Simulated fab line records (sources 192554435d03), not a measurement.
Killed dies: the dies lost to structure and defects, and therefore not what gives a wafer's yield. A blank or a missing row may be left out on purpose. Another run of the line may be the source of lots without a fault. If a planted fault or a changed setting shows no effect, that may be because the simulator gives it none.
Matching of chambers    flow n5Finfet    N5_GATE_CUT_SAC_CAP_01 on aldSin-02: 4 sister chambers
The step material SiNx, target thk 24 nm, pulse time 1 s, ald cycles 480. 8 wafers are shown with their chamber, then 10 later ones without.

## WAFERS WITH THEIR CHAMBER
wafer   chamber  heaterPowerW (W)  precursorPulseHeightRel
L086.1  1        856               0.989
L090.4  0        726               1.021
L090.5  3        999               0.998
L091.1  3        972               1.014
L091.2  2        1011              1.006
L091.3  1        871               1.020
L091.4  0        752               1.018
L091.5  2        1012              0.978

## WAFERS WITH NO CHAMBER GIVEN
wafer   heaterPowerW (W)  precursorPulseHeightRel
L091.6  988               0.977
L093.1  739               0.997
L093.2  899               1.040
L093.3  997               0.994
L093.4  970               0.976
L093.5  729               0.994
L093.6  981               0.982
L097.2  881               1.009
L097.4  724               1.036
L097.6  986               1.022

## WHICH CHAMBER EACH WENT THROUGH
wafer   from the rows above      in truth
L091.6  can't be placed: 3 or 2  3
L093.1  0                        0
L093.2  1                        1
L093.3  can't be placed: 2 or 3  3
L093.4  can't be placed: 3 or 2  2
L093.5  0                        0
L093.6  can't be placed: 3 or 2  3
L097.2  1                        1
L097.4  0                        0
L097.6  can't be placed: 3 or 2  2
Placed correctly: 5 of 10. Not placeable from these rows: 5 (in 5, the candidates include the true chamber). Number placed wrongly: 0.
How it was worked out, from the rows above alone: a wafer's distance from a chamber is the root of the sum, over the readings, of the square of ((its reading less the chamber's mean) divided by the reading's scatter). If the next closest chamber is less than 2 further off than the closest, the wafer can't be placed; otherwise it belongs to the closest. For every chamber, the mean is computed from those of its wafers that are shown. How the scatter is found: for the shown wafers, subtract from each reading the mean of its chamber, square and add these, divide the total by (wafers less chambers), then take the root.
